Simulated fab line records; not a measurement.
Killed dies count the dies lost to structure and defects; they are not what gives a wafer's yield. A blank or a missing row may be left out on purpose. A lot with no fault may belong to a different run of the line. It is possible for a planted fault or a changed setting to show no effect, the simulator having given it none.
fab line records | flow nand-harc
record lots=13 wafers=38 last-day=33
route steps=1302 shown A_SLIT@937 A_SIN_REMOVE@951 A_WL_FILL@952 END@1302
lots untouched by any fault: they come from a run of this same line in which no faults occurred
start-h: the number of hours between the record's first day and the start of the first shown wafer of the lot | wait-h: hours from the lot's prior step to this one | " identical to the entry in the row above | L1.1+2: a single row standing in for several wafers | - no value, or no start was given | * or withheld: withheld | < > ~ a bound
route shown NAME@n: names a module that has steps shown in the file, with the first one's number in the route | usual: mean/standard deviation taken from wafers without a fault | same: alike in all rows | chamber/n: place in a boat | sites: readings site by site | _std_site: the values' standard deviation | _edge_site: inner sites' mean taken away from outer sites' mean | radius-mm: for every site, how far away it sits from the centre of the wafer | mask NAME#n: copy n | behind: the tool/chamber that last shaped the wafer | hold: cause of the lot's hold/its duration in hours/its outcome | device: transistor that didn't switch, given as n, p or np | end of line: at the end of the route, the tests of the same wafers | a step without rows: its recipe alone | killed: the dies lost at the first sort to structure and to defects; this is not the yield of the wafer | map: shows each die of a wafer: x if killed, . if not, _ if none is there
set.NAME: the run value of the setting; set.NAME@STEP: its run value at that earlier step | model.NAME: the simulator's own value behind a step, which no gauge read
route steps across a sampled set of lots; one table per step, one row per wafer
services: from which hour (start-h, from the record's first day; less than 0 if before it) a tool's chamber was out of use, for how many hours, and why
## steps
# step NHARC_A_SLIT_ETCH_24
# recipe target-depth-a=1210 time-s=60.5 cf4-flow-sccm=100 chf3-flow-sccm=30 ar-flow-sccm=0 rf-w=500 bias-w=200 chemistry=CF4/CHF3
# usual drypump-motor-current-A=5.7/0.65 oes-product-au=0.963/0.022 rf-vpp-V=369.5/1.9 showerhead-plenum-p-Torr=1.54/0.052 throttle-valve-pct=16.802/0.0092
# columns lot.wafer tool chamber start-h wait-h drypump-motor-current-A oes-product-au rf-hours-counter-h rf-vpp-V showerhead-plenum-p-Torr throttle-valve-pct
L178.2 rie-diel-09 3 446.90 0.1 5.2 0.968 8 369.9 1.54 16.784
L178.4 " 0 " " 4.9 0.983 8 367.4 1.48 16.783
L178.6 " 0 " " 4.9 0.973 - 369.3 1.48 16.811
L179.4 rie-diel-12 3 459.36 0.1 5.9 0.975 0 368.8 1.48 16.800
L179.2 " 0 " " 6.6 0.984 0 372.7 1.62 16.811
L179.6 " 3 " " 5.9 0.968 - 368.1 1.48 16.801
L182.1 rie-diel-12 0 485.69 0.1 6.6 0.990 1 372.2 1.62 16.800
L182.6 " 3 " " 5.9 0.987 - 367.5 1.48 16.796
L182.5 " 0 " " 6.6 0.988 - 370.5 1.62 16.798
L184.3 rie-diel-12 1 532.05 0.1 4.7 0.940 5 365.7 1.47 16.792
L184.2 " 2 " " 6.7 0.912 5 370.1 1.53 16.808
L184.1 " 3 " " 5.8 0.939 5 368.3 1.47 16.811
L186.2 rie-diel-09 1 540.22 0.1 5.4 0.981 1 369.4 1.57 16.812
L186.4 " 2 " " 6.3 0.977 1 370.8 1.60 16.813
L186.6 " 1 " " 5.4 0.979 - 370.9 1.57 16.803
L187.4 rie-diel-12 1 540.37 0.1 4.7 0.982 6 366.8 1.47 16.792
L187.2 " 0 " " 6.6 0.964 6 371.6 1.62 16.804
L187.5 " 1 " " 4.7 0.970 - 364.8 1.47 16.808
L189.1 rie-diel-12 1 553.86 0.1 4.7 0.915 8 367.7 1.47 16.806
L189.3 " 0 " " 6.6 0.925 7 371.7 1.62 16.817
L195.2 rie-diel-04 0 618.52 0.1 5.7 0.955 5 370.7 1.58 16.796
L195.6 " 2 " " 5.8 0.966 - 372.1 1.62 16.797
L195.5 " 3 " " 6.7 0.954 - 368.6 1.55 16.802
L196.3 rie-diel-09 2 621.32 0.1 6.3 0.979 7 371.0 1.60 16.798
L196.1 " 3 " " 5.2 0.960 8 368.7 1.54 16.819
L196.5 " 0 " " 4.9 0.955 - 368.3 1.47 16.799
L197.4 rie-diel-04 2 633.96 0.1 5.8 0.985 6 371.8 1.62 16.821
L197.3 " 0 " " 5.7 0.969 6 370.5 1.58 16.803
L197.5 " 2 " " 5.8 0.977 - 371.5 1.62 16.809
L199.1 rie-diel-09 1 649.81 0.1 5.4 1.022 8 371.9 1.57 16.807
L199.2 " 3 " " 5.2 1.005 10 369.4 1.54 16.808
L199.6 " 2 " " 6.3 1.012 - 371.8 1.60 16.806
L200.2 rie-diel-09 1 669.28 0.1 5.4 0.981 9 370.6 1.57 16.800
L200.5 " 3 " " 5.2 0.966 - 369.0 1.54 16.788
L200.6 " 1 " " 5.4 0.978 - 369.1 1.57 16.790
L201.3 rie-diel-04 1 670.81 0.1 5.7 0.935 8 365.3 1.48 16.805
L201.4 " 2 " " 5.8 0.955 9 371.3 1.62 16.796
L201.6 " 3 " " 6.6 0.949 - 369.2 1.54 16.782
# step NHARC_A_SLIT_CD_MEAS_21
# usual cd-nm=289.7/0.92
# columns lot.wafer tool chamber start-h wait-h cd-nm
L178.2 cd-sem-02 - 454.48 - 291.3
L178.4 " - " " 289.7
L178.6 " - " " 289.6
L179.2 cd-sem-03 - 465.52 - 288.7
L179.4 " - " " 287.9
L179.6 " - " " 289.6
L182.1 cd-sem-01 - 491.98 - 289.9
L182.5 " - " " 290.6
L182.6 " - " " 290.5
L184.1 cd-sem-01 - 538.24 - 288.4
L184.2 " - " " 289.2
L184.3 " - " " 290.2
L186.2 cd-sem-01 - 546.46 - 288.2
L186.4 " - " " 287.8
L186.6 " - " " 288.4
L187.2 cd-sem-03 - 546.56 - 290.2
L187.4 " - " " 289.2
L187.5 " - " " 289.7
L189.1 cd-sem-01 - 560.62 - 288.1
L189.3 " - " " 288.8
L195.2 cd-sem-02 - 624.79 - 289.1
L195.5 " - " " 289.7
L195.6 " - " " 289.8
L196.1 cd-sem-02 - 628.61 - 288.6
L196.3 " - " " 287.8
L196.5 " - " " 287.1
L197.3 cd-sem-03 - 640.30 - 290.5
L197.4 " - " " 290.5
L197.5 " - " " 289.4
L199.1 cd-sem-02 - 656.43 - 290.4
L199.2 " - " " 289.5
L199.6 " - " " 289.7
L200.2 cd-sem-01 - 675.71 - 289.7
L200.5 " - " " 290.0
L200.6 " - " " 288.8
L201.3 cd-sem-03 - 677.01 - 289.9
L201.4 " - " " 290.7
L201.6 " - " " 289.6
# step NHARC_A_SIN_REMOVE_INSPECT_04
# usual raw-defect-count=364/75
# columns lot.wafer tool chamber start-h wait-h raw-defect-count
L178.2 defect-inspect-01 - 461.11 0.0 271
L178.4 " - " " 479
L178.6 " - " " 222
L179.2 defect-inspect-02 - 472.10 0.0 398
L179.4 " - " " 400
L179.6 " - " " 557
L182.1 defect-inspect-02 - 498.58 0.0 389
L182.5 " - " " 358
L182.6 " - " " 386
L184.1 defect-inspect-01 - 544.87 0.0 326
L184.2 " - " " 337
L184.3 " - " " 357
L186.2 defect-inspect-02 - 553.13 0.0 491
L186.4 " - " " 376
L186.6 " - " " 395
L187.2 defect-inspect-01 - 553.13 0.0 324
L187.4 " - " " 387
L187.5 " - " " 403
L189.1 defect-inspect-02 - 567.23 0.0 440
L189.3 " - " " 382
L195.2 defect-inspect-01 - 631.33 0.0 376
L195.5 " - " " 238
L195.6 " - " " 288
L196.1 defect-inspect-01 - 635.14 0.0 326
L196.3 " - " " 409
L196.5 " - " " 515
L197.3 defect-inspect-01 - 646.88 0.0 240
L197.4 " - " " 226
L197.5 " - " " 301
L199.1 defect-inspect-01 - 662.68 0.0 309
L199.2 " - " " 396
L199.6 " - " " 313
L200.2 defect-inspect-01 - 682.35 0.0 303
L200.5 " - " " 332
L200.6 " - " " 340
L201.3 defect-inspect-02 - 682.36 0.0 477
L201.4 " - " " 297
L201.6 " - " " 301
# step NHARC_A_WL_FILL_ALD_00
# recipe target-thk-a=30 pulse-time-s=3 ald-cycles=30 temp-c=300 material=Al2O3
# usual ald-cycles=30/0 heater-power-w=488/39 precursor-pulse-height-rel=0.999/0.019
# same pulse-time-s=3
# columns lot.wafer tool chamber start-h wait-h ald-cycles heater-power-w precursor-pulse-height-rel
L178.4 ald-hk-01 0 461.21 0.1 30 476 0.984
L178.2 " 2 " " 30 532 1.007
L178.6 " 3 " " 30 488 1.012
L179.4 ald-hk-01 1 472.16 0.1 30 454 0.959
L179.2 " 0 " " 30 475 1.009
L179.6 " 1 " " 30 444 1.022
L182.1 ald-hk-01 2 498.77 0.2 30 525 1.013
L182.6 " 3 " " 30 489 1.011
L182.5 " 0 " " 30 463 1.011
L184.1 ald-hk-01 2 546.34 1.5 33 524 1.020
L184.3 " 3 " " 30 483 0.967
L184.2 " 0 " " 30 466 0.985
L186.4 ald-hk-03 1 553.19 0.1 30 507 1.024
L186.2 " 0 " " 30 504 0.995
L186.6 " 2 " " 30 470 0.984
L187.4 ald-hk-01 0 553.20 0.1 33 447 0.985
L187.2 " 3 " " 30 484 1.003
L187.5 " 0 " " 30 457 0.947
L189.3 ald-hk-01 3 567.33 0.1 30 482 0.986
L189.1 " 1 " " 33 443 0.962
L195.2 ald-hk-02 2 631.50 0.2 30 492 1.048
L195.6 " 0 " " 30 397 0.982
L195.5 " 1 " " 30 450 1.014
L196.1 ald-hk-01 1 635.21 0.1 30 445 1.012
L196.3 " 2 " " 30 531 0.985
L196.5 " 1 " " 30 442 1.018
L197.3 ald-hk-01 3 646.97 0.1 30 486 0.943
L197.4 " 0 " " 30 459 1.003
L197.5 " 2 " " 30 532 1.021
L199.1 ald-hk-03 0 662.74 0.1 30 559 1.017
L199.2 " 2 " " 30 510 0.994
L199.6 " 0 " " 30 558 1.013
L201.3 ald-hk-01 3 682.45 0.1 30 497 0.993
L201.4 " 1 " " 30 433 1.008
L201.6 " 2 " " 30 522 1.010
L200.2 ald-hk-03 2 682.46 0.1 30 514 0.999
L200.5 " 0 " " 30 545 0.965
L200.6 " 1 " " 30 476 1.025
# step NHARC_END_SORT_01
# recipe temp-c=25
# usual killed-at-array=55/12 killed-at-other=1.0/1.2 killed-at-periphery=3.9/2.6 killed-dies=60/12 killed-open=3.3/1.9 killed-short=2.5/1.8
# same gross-dies=677
# columns lot.wafer tool chamber start-h wait-h killed-at-array killed-at-other killed-at-periphery killed-dies killed-open killed-short
L182.1 prober-01 0 592.76 2.5 81 2 4 87 2 2
L182.5 prober-01 0 595.97 3.7 83 1 4 88 8 2
L182.6 prober-01 0 596.77 4.0 85 2 3 90 2 3
L196.1 prober-02 0 729.22 2.5 47 0 4 51 2 1
L196.3 prober-02 0 730.82 3.1 55 0 6 61 2 3
L196.5 prober-02 0 732.43 3.7 47 0 4 51 2 4
# killed by level:class
L182.1 A_CHANNEL_HOLE_D1:chamber-film-flake=34 A_SLIT:chamber-film-flake=26 A_STAIRCASE:chamber-film-flake=11 A_CHANNEL_HOLE_D2:chamber-film-flake=4 A_DECK1_JOINT:chamber-film-flake=2 A_CONTACT:chamber-film-flake=2 THIN_TSV:chamber-film-flake=2 P_GATE:geometric-particle:open=1
L182.5 A_CHANNEL_HOLE_D1:chamber-film-flake=25 A_SLIT:chamber-film-flake=24 A_STAIRCASE:chamber-film-flake=10 A_CONTACT:chamber-film-flake=8 A_CHANNEL_HOLE_D2:chamber-film-flake=5 P_GATE:chamber-film-flake=3 P_M0:geometric-particle:open=1 A_SOURCE_PLATE:geometric-particle:short=1
L182.6 A_CHANNEL_HOLE_D1:chamber-film-flake=28 A_SLIT:chamber-film-flake=26 A_STAIRCASE:chamber-film-flake=12 A_CONTACT:chamber-film-flake=8 A_CHANNEL_HOLE_D2:chamber-film-flake=6 A_ONON_D1:geometric-particle:short=2 THIN_TSV:chamber-film-flake=2 P_M1:geometric-particle:open=1
L196.1 A_SLIT:chamber-film-flake=27 A_CHANNEL_HOLE_D1:chamber-film-flake=10 A_STAIRCASE:chamber-film-flake=3 A_CONTACT:chamber-film-flake=3 P_M1:geometric-particle:open=1 A_ONON_D1:geometric-particle:open=1 A_CHANNEL_FILL_D1:geometric-particle:short=1 P_GATE:chamber-film-flake=1
L196.3 A_SLIT:chamber-film-flake=31 A_CHANNEL_HOLE_D1:chamber-film-flake=10 A_STAIRCASE:chamber-film-flake=4 P_CONTACT:chamber-film-flake=2 P_M1:chamber-film-flake=2 A_DECK1_JOINT:chamber-film-flake=2 A_CONTACT:chamber-film-flake=2 A_CHANNEL_HOLE_D1:geometric-particle:short=1
L196.5 A_SLIT:chamber-film-flake=26 A_CHANNEL_HOLE_D1:chamber-film-flake=6 A_CONTACT:chamber-film-flake=4 A_STAIRCASE:chamber-film-flake=3 A_ONON_D1:geometric-particle:open=2 A_CHANNEL_FILL_D2:geometric-particle:short=2 A_WL_FILL:chamber-film-flake=2 P_ZERO_WELL:geometric-particle:short=1
## services
# columns tool chamber start-h hours kind
rie-diel-12 1 428.58 22.2 repair
rie-diel-09 0 429.05 6.6 repair
rie-diel-12 - 445.40 9.0 pm
rie-diel-04 - 476.52 1.2 repair
ald-hk-01 0 477.57 10.0 vent-cycle
ald-hk-01 1 477.57 10.0 vent-cycle
ald-hk-01 0 487.57 - clean
ald-hk-01 1 487.57 - clean
ald-hk-01 2 487.57 - clean
rie-diel-09 3 493.35 17.7 repair
rie-diel-09 - 497.10 9.0 pm
rie-diel-12 0 526.36 1.6 repair
ald-hk-02 - 528.47 10.0 pm
rie-diel-04 - 531.90 9.0 pm
rie-diel-09 3 549.72 4.0 repair
ald-hk-03 - 572.19 10.0 pm
rie-diel-12 3 574.28 2.8 repair
rie-diel-12 - 622.40 9.0 pm
rie-diel-04 0 636.67 14.4 repair
rie-diel-12 0 648.55 7.1 repair
rie-diel-09 1 653.54 1.6 repair
rie-diel-09 0 665.92 27.7 repair
rie-diel-09 - 674.10 9.0 pm
ald-hk-01 - 681.90 0.3 repair
## key
first-sign step=NHARC_A_WL_FILL_ALD_00 reading=ald-cycles direction=up sigmas=99+ usual=30 struck=33
effect none on later readings
met-at NHARC_A_WL_FILL_ALD_00
struck-lots L184,L187,L189
struck-wafers L184.1,L187.4,L189.1
tester-left-out L184,L187,L189
not-acting-at NHARC_A_SLIT_ETCH_24,NHARC_A_SLIT_CD_MEAS_21,NHARC_A_SIN_REMOVE_INSPECT_04
onset-between 498.77 546.34
fault kind=process-parameter-drift tool=ald-hk-01 chamber=- onset-h=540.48 steps=NHARC_A_WL_FILL_ALD_00 channel=ald-cycles offset=3 shape=step end-h=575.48 scope=struck-wafers-only acts-in=these-recipes-only stated=30
# tester-left-out: of these lots the tester's yield and bins aren't shown, on N5 and GAA mostly nor the transistor test; their killed dies are dies lost to structure and defects alone, not to doping, threshold or leakage, so they don't give the yield
